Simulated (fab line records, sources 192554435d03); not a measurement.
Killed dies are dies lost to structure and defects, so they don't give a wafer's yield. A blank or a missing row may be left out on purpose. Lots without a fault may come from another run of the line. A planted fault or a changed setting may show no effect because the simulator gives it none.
One fault seen from 2 desks | flow n5_finfet | each desk has only its own numbers; what lay behind them comes last

THE TOOL OWNER'S DESK: ald_metal-02
The tool's own readings at N5_HKMG_FIN_NWFM_ALD_20 (deposits TiAlC, target thk 2 nm, pulse time 3 s, purge time 2 s): means of the sampled wafers that have a number, for each lot that ran on this tool. A lot is out of limits, marked OUT, if its mean lies more than 4 standard deviations from the usual mean; the brackets give that distance.
Columns: A = heater_power_w at N5_HKMG_FIN_NWFM_ALD_20, usual 498 W; B = precursor_pulse_height_rel at N5_HKMG_FIN_NWFM_ALD_20, usual 0.999
lot  | first seen here | A   | B
L709 | day 4 07:33     | 492 | 0.989
L714 | day 5 10:17     | 473 | 1.003
L721 | day 7 08:14     | 490 | 0.977
L723 | day 7 19:31     | 490 | 1.012
This desk's finding: nothing out of limits on any of the 4 lots.

THE METROLOGY DESK
What the gauges read, lot by lot, whatever tool the lot ran on: means of the sampled wafers that have a number. A lot is out of limits, marked OUT, if its mean lies more than 4 standard deviations from the usual mean; the brackets give that distance. Of its 16 readings 7 are shown: the one that was out of limits first, and those that lie furthest out on some lot.
Columns: A = IOFF_N at N5_BEOL_M4_RC_MEAS_101, usual 0.18 nA/um; B = IOFF_N_85C at N5_BEOL_M4_RC_MEAS_101, usual 3.4 nA/um; C = IOFF_N_LIN at N5_BEOL_M4_RC_MEAS_101, usual 0.080 nA/um; D = IOFF_N_LONG at N5_BEOL_M4_RC_MEAS_101, usual 5.5e-05 nA/um; E = VT_N at N5_BEOL_M4_RC_MEAS_101, usual 249 mV; F = VT_N_LONG at N5_BEOL_M4_RC_MEAS_101, usual 274.9 mV; G = VT_N_LVT at N5_BEOL_M4_RC_MEAS_101, usual 97 mV
lot  | first seen here | A               | B              | C                | D                  | E              | F                | G
L709 | day 7 13:15     | 0.16            | 3.1            | 0.074            | 5.3e-05            | 250            | 277.6            | 99
L713 | day 8 22:30     | 0.13            | 2.6            | 0.062            | 5.3e-05            | 253            | 274.9            | 102
L714 | day 9 03:58     | 0.18            | 3.5            | 0.083            | 5.5e-05            | 251            | 276.0            | 100
L721 | day 10 19:13    | 0.23            | 4.2            | 0.117            | 8.0e-05 (+7.9) OUT | 239            | 265.5 (-4.9) OUT | 87
L723 | day 11 11:25    | 0.58 (+8.1) OUT | 8.9 (+6.9) OUT | 0.251 (+9.5) OUT | 1.1e-04 (+16) OUT  | 224 (-5.8) OUT | 257.2 (-9.3) OUT | 72 (-5.4) OUT
L724 | day 11 11:47    | 0.17            | 3.2            | 0.076            | 5.7e-05            | 250            | 273.7            | 98
L725 | day 11 19:21    | 0.17            | 3.3            | 0.078            | 5.3e-05            | 251            | 276.1            | 98
L729 | day 12 21:37    | 0.16            | 3.2            | 0.076            | 5.6e-05            | 249            | 274.5            | 95
L731 | day 13 16:04    | 0.13            | 2.6            | 0.063            | 5.1e-05            | 253            | 277.5            | 102
This desk's finding: out of limits on L721, L723; first on L721, day 10 19:13 (IOFF_N_LONG at N5_BEOL_M4_RC_MEAS_101). In limits: L709, L713, L714, L724, L725, L729, L731.

PUT TOGETHER
The metrology desk could have raised an alarm at day 10 19:13, on L721, L723.
The tool owner's desk saw nothing out of limits.
The tool owner's desk has L721, L723 on record, within its limits.
Of the lots named, all ran N5_HKMG_FIN_NWFM_ALD_20 on ald_metal-02.

WHAT THE SIMULATOR HAD PUT IN
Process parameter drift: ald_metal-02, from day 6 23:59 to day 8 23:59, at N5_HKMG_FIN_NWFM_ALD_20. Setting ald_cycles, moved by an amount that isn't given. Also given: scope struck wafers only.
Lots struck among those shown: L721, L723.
Hours from the fault's start to each desk's first reading out of limits: the metrology desk, 91.
